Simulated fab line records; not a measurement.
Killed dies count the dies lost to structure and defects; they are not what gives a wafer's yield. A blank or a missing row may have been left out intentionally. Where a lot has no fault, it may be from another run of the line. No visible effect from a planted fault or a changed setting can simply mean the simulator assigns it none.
fab line records	flow nandHarc	part 2 of 2: steps 25 to 32 of 32
record: lots: 5	wafers: 15	lastDay: 24
route steps=1159 shown A_CONTACT@924
lots with no fault: from the same line, run without faults
startH: the number of hours between the record's first day and the start of the first shown wafer of the lot	waitH: time in hours since the lot's previous step	" as in the row above	L1.1+2: a single row standing in for several wafers	- no value present, or no start provided	* or withheld: withheld	< > ~ a bound
route shown NAME@n: NAME is a module with steps in the file, n the number in the route of the first one	usual: mean and standard deviation over wafers with no fault	same: alike in all rows	chamber/n: place in a boat	sites: the reading at each site	_std_site: the values' standard deviation	_edge_site: mean of outer sites minus mean of inner sites	radiusMm: how far each site lies from the wafer's centre	mask NAME#n: copy n	behind: the last tool/chamber to shape the wafer	hold: the reason the lot was held/the length of the hold in hours/how it ended	device: the transistor (n, p or np) that didn't switch	end of line: the route-end tests of the same wafers	a step with no rows: only its recipe	killed: dies that structure and defects cost at the first sort, which is not the same as the wafer's yield	map: the dies of a wafer, with x for killed, . for not killed, _ for no die there
set.NAME: the setting as run; set.NAME@STEP: as run at that earlier step	model.NAME: the simulator's own value behind a step, which no gauge read
lots seen at some steps along the route; tables by step, rows by wafer
services: from which hour (startH, from the record's first day; less than 0 if before it) a tool's chamber was out of use, for how many hours, and why
== steps ==
step: NHARC_A_CONTACT_ETCH_139
recipe: sourceW: withheld	pressureMtorr: 20	biasV: 400	timeS: 137	targetDepthA: 5900	arFlowSccm: withheld	c4f8FlowSccm: 11.5	o2FlowSccm: 7.2	chemistry: C4F8/O2/Ar
lot.wafer	tool	chamber	startH	waitH	rfHoursCounterH
L074.2	harCapEtch-01	0	383.58	0.1	54
L074.4	"	1	"	"	-
L074.5	"	0	"	"	-
L079.2	harCapEtch-01	1	404.46	0.1	59
L079.3	"	1	"	"	-
L079.5	"	1	"	"	-
L085.1	harCapEtch-02	1	444.86	0.1	21
L085.3	"	1	"	"	-
L085.5	"	0	"	"	-
L084.2	harCapEtch-03	0	447.73	0.1	98
L084.4	"	1	"	"	-
L084.3	"	0	"	"	-
L093.4	harCapEtch-01	1	504.86	0.1	-
L093.3	"	0	"	"	-
L093.6	"	0	"	"	-
step: NHARC_A_CONTACT_ETCH_92
recipe: targetDepthA: 400	overEtchFrac: 0.5	timeS: 85.7	ionEnergyEv: 120	ch3fFlowSccm: 50	o2FlowSccm: 30	arFlowSccm: 200	rfW: 500	biasW: 100	chemistry: CH3F/O2
usual: biasW: 100.0/0.31	drypumpMotorCurrentA: 5.9/0.46	oesProductAu: 0.94/0.03	rfVppV: 244.3/1.6	showerheadPlenumPTorr: 2.46/0.1	throttleValvePct: 20.664/0.0087
lot.wafer	tool	chamber	startH	waitH	biasW	drypumpMotorCurrentA	oesProductAu	rfHoursCounterH	rfVppV	showerheadPlenumPTorr	throttleValvePct
L074.4	rieDiel-11	1	384.00	0.3	99.6	5.6	0.93	2	241.1	2.30	20.658
L074.2	"	2	"	"	99.6	5.9	0.93	1	243.4	2.33	20.675
L074.5	"	2	"	"	99.8	6.0	0.94	-	242.1	2.33	20.669
L079.3	rieDiel-11	1	404.90	0.3	100.0	5.6	1.01	12	242.0	2.30	20.661
L079.2	"	2	"	"	100.2	6.0	1.01	13	241.8	2.33	20.666
L079.5	"	3	"	"	99.9	5.4	1.01	-	245.8	2.54	20.657
L085.1	rieDiel-07	2	445.25	0.4	100.5	6.8	0.93	7	243.4	2.56	20.660
L085.3	"	0	"	"	99.8	6.0	0.94	5	245.7	2.43	20.662
L085.5	"	1	"	"	99.8	6.1	0.93	-	244.0	2.53	20.670
L084.2	rieDiel-07	0	448.11	0.3	99.7	6.0	0.93	7	243.8	2.43	20.663
L084.3	"	1	"	"	99.6	6.1	0.93	7	244.4	2.52	20.670
L084.4	"	1	"	"	99.6	6.1	0.93	-	244.0	2.52	20.651
L093.3	rieDiel-07	0	505.19	0.3	99.9	6.0	0.94	18	242.0	2.43	20.669
L093.4	"	2	"	"	100.2	6.8	0.93	19	246.7	2.55	20.692
L093.6	"	1	"	"	99.8	6.1	0.92	-	246.5	2.52	20.660
step: NHARC_A_CONTACT_ETCH_98
recipe: targetDepthA: 200	overEtchFrac: 0.5	timeS: 10	ionEnergyEv: 250	c4f6FlowSccm: 25	o2FlowSccm: 20	arFlowSccm: 500	rfW: 600	biasW: 500	chemistry: C4F6/O2
usual: biasW: 500.0/1.6	drypumpMotorCurrentA: 5.9/0.48	oesProductAu: 0.960/0.021	rfVppV: 547/3.4	showerheadPlenumPTorr: 3.92/0.16	throttleValvePct: 26.903/0.0098
lot.wafer	tool	chamber	startH	waitH	biasW	drypumpMotorCurrentA	oesProductAu	rfHoursCounterH	rfVppV	showerheadPlenumPTorr	throttleValvePct
L074.4	rieDiel-11	1	-	-	498.7	5.6	0.957	2	542	3.69	26.896
L074.2	"	3	"	"	502.8	5.4	0.948	1	550	4.06	26.889
L074.5	"	1	"	"	498.8	5.6	0.956	-	542	3.69	26.906
L079.2	rieDiel-11	1	-	-	498.9	5.7	0.995	12	542	3.68	26.893
L079.3	"	0	"	"	503.1	6.1	0.997	11	543	3.73	26.909
L079.5	"	2	"	"	498.0	5.9	0.995	-	542	3.73	26.900
L085.1	rieDiel-07	2	445.39	0.1	499.0	6.8	0.956	7	550	4.07	26.905
L085.3	"	1	"	"	501.6	6.1	0.946	6	548	4.02	26.894
L085.5	"	2	"	"	500.2	6.8	0.953	-	549	4.07	26.909
L084.3	rieDiel-07	0	448.63	0.5	496.9	6.1	0.970	7	547	3.88	26.912
L084.2	"	2	"	"	500.5	6.8	0.970	9	549	4.07	26.893
L084.4	"	1	"	"	501.2	6.1	0.971	-	549	4.02	26.900
L093.3	rieDiel-07	2	-	-	499.2	6.8	0.944	19	549	4.06	26.893
L093.4	"	0	"	"	499.7	6.0	0.955	18	545	3.87	26.890
L093.6	"	2	"	"	499.9	6.8	0.946	-	549	4.06	26.903
step: NHARC_A_CONTACT_CD_MEAS_15
usual: cdNm: 90.2/0.54
lot.wafer	tool	chamber	startH	waitH	cdNm
L074.2	cdSem-01	-	384.22	-	89.6
L074.4	"	-	"	"	90.4
L074.5	"	-	"	"	90.4
L079.2	cdSem-03	-	405.09	-	90.1
L079.3	"	-	"	"	89.3
L079.5	"	-	"	"	90.1
L085.1	cdSem-03	-	445.48	-	89.4
L085.3	"	-	"	"	90.1
L085.5	"	-	"	"	88.9
L084.2	cdSem-03	-	448.72	-	90.8
L084.3	"	-	"	"	89.8
L084.4	"	-	"	"	89.7
L093.3	cdSem-03	-	505.41	-	90.5
L093.4	"	-	"	"	89.7
L093.6	"	-	"	"	88.8
step: NHARC_A_CONTACT_STRIP_107
recipe: n2FlowSccm: 150	h2FlowSccm: 150	arFlowSccm: 0	biasW: 0	chemistry: N2/H2
lot.wafer	tool	chamber	startH	waitH
L074.2+4+5	rieDiel-05	1,0,1	384.30	0.1
L079.3+2+5	rieDiel-07	0,1,2	405.19	0.1
L085.1+3+5	rieDiel-07	0,1,1	445.55	0.1
L084.2+3+4	rieDiel-07	1,2,1	448.80	0.1
L093.4+3+6	rieDiel-07	2,3,2	505.49	0.1
step: NHARC_A_CONTACT_STRIP_108
recipe: cf4FlowSccm: 100	chf3FlowSccm: 30	arFlowSccm: 0	biasW: 0	chemistry: CF4/CHF3
lot.wafer	tool	chamber	startH	waitH
L074.2+4+5	rieDiel-05	2,1,2	384.41	0.1
L079.3+2+5	rieDiel-07	3,0,3	405.27	0.1
L085.1+3+5	rieDiel-07	1,2,2	445.73	0.2
L084.2+3+4	rieDiel-07	1,2,0	448.91	0.1
L093.3+4+6	rieDiel-07	0,2,0	505.60	0.1
step: NHARC_A_CONTACT_STRIP_109
recipe: o2FlowSccm: 400	cosFlowSccm: 20	arFlowSccm: 0	biasW: 0	chemistry: O2/COS
lot.wafer	tool	chamber	startH	waitH
L074.2+4+5	rieDiel-05	1,1,0	384.47	0.1
L079.2+3+5	rieDiel-07	2,3,2	405.33	0.1
L085.3+1+5	rieDiel-07	1,0,2	445.82	0.1
L084.3+2+4	rieDiel-07	0,1,1	448.97	0.1
L093.4+3+6	rieDiel-07	3,0,2	505.66	0.1
step: NHARC_A_CONTACT_ETCH_110
recipe: targetDepthA: 500	overetchA: 50	timeS: 27.5	ionEnergyEv: 100	cf4FlowSccm: 80	o2FlowSccm: 20	arFlowSccm: 0	rfW: 300	biasW: 100	chemistry: CF4/O2
usual: biasW: 100.01/0.3	drypumpMotorCurrentA: 5.9/0.51	oesProductAu: 1.000/0.0091	rfVppV: 198.1/1.4	showerheadPlenumPTorr: 1.34/0.055	throttleValvePct: 13.398/0.0091
lot.wafer	tool	chamber	startH	waitH	biasW	drypumpMotorCurrentA	oesProductAu	rfHoursCounterH	rfVppV	showerheadPlenumPTorr	throttleValvePct
L074.2	rieDiel-05	0	384.73	0.3	100.27	5.6	1.010	12	195.9	1.27	13.397
L074.4	"	0	"	"	100.02	5.6	0.997	-	196.7	1.27	13.412
L074.5	"	1	"	"	99.98	5.7	0.985	-	197.6	1.36	13.384
L079.3	rieDiel-07	1	405.40	0.1	99.76	6.1	0.989	34	198.6	1.37	13.407
L079.2	"	2	"	"	99.81	6.7	1.009	33	198.6	1.39	13.407
L079.5	"	3	"	"	100.42	5.0	1.012	-	198.8	1.42	13.379
L085.3	rieDiel-07	0	445.91	0.1	100.00	6.0	1.004	6	197.5	1.32	13.399
L085.1	"	1	"	"	99.95	6.1	0.999	6	200.7	1.37	13.409
L085.5	"	1	"	"	100.10	6.1	0.991	-	198.8	1.37	13.404
L084.3	rieDiel-07	0	449.04	0.1	100.21	6.0	0.996	7	196.8	1.32	13.404
L084.2	"	1	"	"	100.32	6.1	0.988	8	197.5	1.37	13.399
L084.4	"	0	"	"	100.23	6.0	1.022	-	197.7	1.32	13.396
L093.3	rieDiel-07	2	505.72	0.0	99.92	6.8	1.003	19	198.0	1.39	13.382
L093.4	"	3	"	"	100.09	5.0	1.002	15	199.6	1.42	13.391
L093.6	"	3	"	"	100.54	5.0	0.991	-	199.3	1.42	13.393
== services ==
tool	chamber	startH	hours	kind
rieDiel-07	0	360.33	-	clean
rieDiel-11	-	367.18	9.0	pm
arfiScanner-01	-	368.00	4.0	pm
harCapEtch-02	-	368.54	2.2	repair
pecvd-02	-	380.20	1.2	repair
rieDiel-05	3	381.74	12.5	repair
rieDiel-07	-	405.62	9.0	pm
arfiScanner-02	-	413.52	0.7	repair
arfiScanner-03	-	416.09	6.6	repair
pecvd-01	-	418.13	13.0	pm
rieDiel-05	1	423.83	4.1	repair
rieDiel-11	1	427.98	3.9	repair
arfiScanner-02	-	428.02	4.0	pm
rieDiel-07	3	440.93	18.8	repair
lithoTrack-01	-	443.00	7.0	pm
pecvd-01	-	451.43	0.3	repair
rieDiel-11	0	458.10	3.9	repair
lithoTrack-06	-	467.00	7.0	pm
pecvd-03	-	473.22	13.0	pm
rieDiel-11	-	479.81	0.3	repair
arfiScanner-03	-	484.00	4.0	pm
lithoTrack-04	-	491.00	7.0	pm
arfiScanner-02	-	492.98	0.2	repair
pecvd-01	0	499.95	3.5	repair
